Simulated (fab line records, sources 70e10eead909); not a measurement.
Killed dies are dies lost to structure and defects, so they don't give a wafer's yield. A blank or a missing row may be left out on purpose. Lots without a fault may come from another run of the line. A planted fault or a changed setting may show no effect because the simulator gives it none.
Chamber matching | flow nand_harc | NHARC_A_DECK1_JOINT_CMP_13 on cmp-01: 4 sister chambers
The step polishes, target thk 51.023 nm. 14 wafers are shown with their chamber, then 7 later ones without.

WAFERS WITH THEIR CHAMBER
wafer  | chamber | motor_current_A (A) | time_to_endpoint_s (s)
L966.2 | 3       | 12.4                | 11.3
L966.3 | 0       | 15.1                | 5.7
L966.5 | 2       | 13.1                | 12.6
L969.2 | 1       | 12.8                | 8.8
L969.5 | 0       | 14.9                | 5.7
L969.6 | 3       | 12.3                | 6.7
L974.1 | 3       | 11.9                | 8.8
L974.3 | 1       | 12.4                | 8.3
L974.6 | 1       | 12.2                | 6.6
L979.2 | 0       | 15.4                | 6.6
L979.4 | 1       | 11.9                | 11.3
L979.6 | 0       | 14.4                | 6.7
L981.2 | 3       | 11.4                | 7.5
L981.5 | 1       | 12.4                | 7.4

SIGNATURES (means of the wafers above)
reading            | chamber 0 | chamber 1 | chamber 2 | chamber 3 | scatter within a chamber
motor_current_A    | 14.950    | 12.340    | 13.100    | 12.000    | 0.398
time_to_endpoint_s | 6.175     | 8.480     | 12.600    | 8.575     | 1.61
Rule: a wafer's distance from a chamber is the root of the sum, over the readings, of the square of ((its reading less the chamber's mean) divided by the reading's scatter). The wafer belongs to the nearest chamber; if the next one is less than 2 further off, it can't be placed. The scatter: the root of (the sum of the squares of (reading less its chamber's mean) over the shown wafers, divided by (wafers less chambers)).

WAFERS WITHOUT THEIR CHAMBER
wafer  | motor_current_A (A) | time_to_endpoint_s (s)
L981.6 | 14.0                | 11.7
L984.3 | 15.4                | 6.0
L984.5 | 14.9                | 6.2
L984.6 | 11.5                | 8.8
L986.2 | 11.4                | 9.8
L986.5 | 12.6                | 8.1
L986.6 | 14.0                | 11.8

WHICH CHAMBER EACH WENT THROUGH
wafer  | from the rows above     | in truth
L981.6 | can't be placed: 2 or 0 | 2
L984.3 | 0                       | 0
L984.5 | 0                       | 0
L984.6 | can't be placed: 3 or 1 | 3
L986.2 | can't be placed: 3 or 1 | 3
L986.5 | can't be placed: 1 or 3 | 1
L986.6 | can't be placed: 2 or 0 | 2
Placed correctly: 2 of 7. Can't be placed from these rows: 5 (the true chamber is among the candidates in 5). Placed wrongly: 0.
